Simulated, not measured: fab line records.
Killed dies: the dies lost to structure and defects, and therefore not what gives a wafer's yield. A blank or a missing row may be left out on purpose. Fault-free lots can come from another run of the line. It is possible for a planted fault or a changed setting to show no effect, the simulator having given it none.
Split-lot experiment || flow n5 finfet || 7 lots, 21 wafers read, on a route of 1938 steps

SPLIT DETAILS
At N5_BEOL_M11_EXPOSE_25 (exposes mask V10), the setting dose mj was moved away from the recipe's 85.5 on 5 of the 21 wafers read, by -3.0% to +6.3%. For the rest of the wafers, this setting stayed at what the recipe calls for.

FROM THE SPLIT TO THE READING: what the file shows between them, 2 steps
- N5_BEOL_M11_PEB_26: peb time 60 s
- N5_BEOL_M11_DEVELOP_27: develop time 30 s

THE READING
cd nm, in nm, at N5_BEOL_M11_CD_MEAS_28 (target cd 70 nm). Fault-free wafers of this fab line usually give 70.3 nm, standard deviation 1.3 nm.

{"wafer": "L075.3", "tool, chamber at the split": "arfi scanner-01, 0", "dose mj as run": 85.5, "against the recipe": "recipe", "cd nm, nm": 70.1, "against lot-mates on the recipe": "-"}
{"wafer": "L075.4", "tool, chamber at the split": "arfi scanner-01, 0", "dose mj as run": 89.76, "against the recipe": "+5.0%", "cd nm, nm": 73.1, "against lot-mates on the recipe": "+3.0"}
{"wafer": "L075.5", "tool, chamber at the split": "arfi scanner-01, 0", "dose mj as run": 89.76, "against the recipe": "+5.0%", "cd nm, nm": 72.8, "against lot-mates on the recipe": "+2.7"}
{"wafer": "L077.2", "tool, chamber at the split": "arfi scanner-03, 0", "dose mj as run": 85.5, "against the recipe": "recipe", "cd nm, nm": 68.3, "against lot-mates on the recipe": "-"}
{"wafer": "L077.3", "tool, chamber at the split": "arfi scanner-03, 0", "dose mj as run": 85.5, "against the recipe": "recipe", "cd nm, nm": 69.1, "against lot-mates on the recipe": "-"}
{"wafer": "L077.5", "tool, chamber at the split": "arfi scanner-03, 0", "dose mj as run": 85.5, "against the recipe": "recipe", "cd nm, nm": 67.1, "against lot-mates on the recipe": "-"}
{"wafer": "L081.1", "tool, chamber at the split": "arfi scanner-02, 0", "dose mj as run": 85.5, "against the recipe": "recipe", "cd nm, nm": 70.4, "against lot-mates on the recipe": "-"}
{"wafer": "L081.2", "tool, chamber at the split": "arfi scanner-02, 0", "dose mj as run": 90.89, "against the recipe": "+6.3%", "cd nm, nm": 74.9, "against lot-mates on the recipe": "+4.5"}
{"wafer": "L081.3", "tool, chamber at the split": "arfi scanner-02, 0", "dose mj as run": 90.89, "against the recipe": "+6.3%", "cd nm, nm": 75.8, "against lot-mates on the recipe": "+5.4"}
{"wafer": "L084.4", "tool, chamber at the split": "arfi scanner-02, 0", "dose mj as run": 85.5, "against the recipe": "recipe", "cd nm, nm": 71.3, "against lot-mates on the recipe": "-"}
{"wafer": "L084.5", "tool, chamber at the split": "arfi scanner-02, 0", "dose mj as run": 82.92, "against the recipe": "-3.0%", "cd nm, nm": 67.1, "against lot-mates on the recipe": -3.7}
{"wafer": "L084.6", "tool, chamber at the split": "arfi scanner-02, 0", "dose mj as run": 85.5, "against the recipe": "recipe", "cd nm, nm": 70.3, "against lot-mates on the recipe": "-"}
{"wafer": "L082.1", "tool, chamber at the split": "arfi scanner-02, 0", "dose mj as run": 85.5, "against the recipe": "recipe", "cd nm, nm": 68.8, "against lot-mates on the recipe": "-"}
{"wafer": "L082.4", "tool, chamber at the split": "arfi scanner-02, 0", "dose mj as run": 85.5, "against the recipe": "recipe", "cd nm, nm": 70.4, "against lot-mates on the recipe": "-"}
{"wafer": "L082.5", "tool, chamber at the split": "arfi scanner-02, 0", "dose mj as run": 85.5, "against the recipe": "recipe", "cd nm, nm": 71.3, "against lot-mates on the recipe": "-"}
{"wafer": "L093.2", "tool, chamber at the split": "arfi scanner-03, 0", "dose mj as run": 85.5, "against the recipe": "recipe", "cd nm, nm": 70.1, "against lot-mates on the recipe": "-"}
{"wafer": "L093.4", "tool, chamber at the split": "arfi scanner-03, 0", "dose mj as run": 85.5, "against the recipe": "recipe", "cd nm, nm": 70.1, "against lot-mates on the recipe": "-"}
{"wafer": "L093.5", "tool, chamber at the split": "arfi scanner-03, 0", "dose mj as run": 85.5, "against the recipe": "recipe", "cd nm, nm": 71.3, "against lot-mates on the recipe": "-"}
{"wafer": "L090.1", "tool, chamber at the split": "arfi scanner-02, 0", "dose mj as run": 85.5, "against the recipe": "recipe", "cd nm, nm": 70.8, "against lot-mates on the recipe": "-"}
{"wafer": "L090.3", "tool, chamber at the split": "arfi scanner-02, 0", "dose mj as run": 85.5, "against the recipe": "recipe", "cd nm, nm": 70.8, "against lot-mates on the recipe": "-"}
{"wafer": "L090.4", "tool, chamber at the split": "arfi scanner-02, 0", "dose mj as run": 85.5, "against the recipe": "recipe", "cd nm, nm": 71.5, "against lot-mates on the recipe": "-"}

THE FIT
A straight line over all 21 wafers: cd nm changes by +0.76 nm for each +1% of dose mj; r = +0.86; the points scatter about the line by 1.2 nm.
The same after taking each lot's own level away (the mean of its wafers on the recipe; 21 wafers): +0.757 nm for each +1%; r = +0.93; scatter 0.76 nm.
According to that fit, moving dose mj by its largest amount changes the reading by 4.8 nm.
Across the lots, their own levels run from 68.17 to 71.03 nm, a range of 2.2 times the standard deviation given above.
Hence the lot-to-lot level has little effect on the slope; both slopes agree.
Check: +4.69 nm against its lot-mates is what the line predicts for one of the wafers moved furthest among these (+6.3%) when that wafer is left out of the fit. It came out at +4.5 nm against them.

OTHER SPLITS ON THESE WAFERS
These wafers also went through other splits before the reading. Each is held against what the fit with the lots' levels taken away leaves over:
{"other split on the same wafers": "N5_BEOL_M8_DEVELOP_10 develop time s", "wafers away from the commonest value": 8, "r with cd nm (lot level and that fit taken away)": "+0.21"}
{"other split on the same wafers": "N5_BEOL_M9_DESCUM_16 time s", "wafers away from the commonest value": 9, "r with cd nm (lot level and that fit taken away)": -0.35}
{"other split on the same wafers": "N5_BEOL_M9_ETCH_62 source w", "wafers away from the commonest value": 8, "r with cd nm (lot level and that fit taken away)": "+0.41"}

THE FILE'S OWN FIT
cd nm changes by +0.767 nm for each +1% of dose mj, r = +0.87.
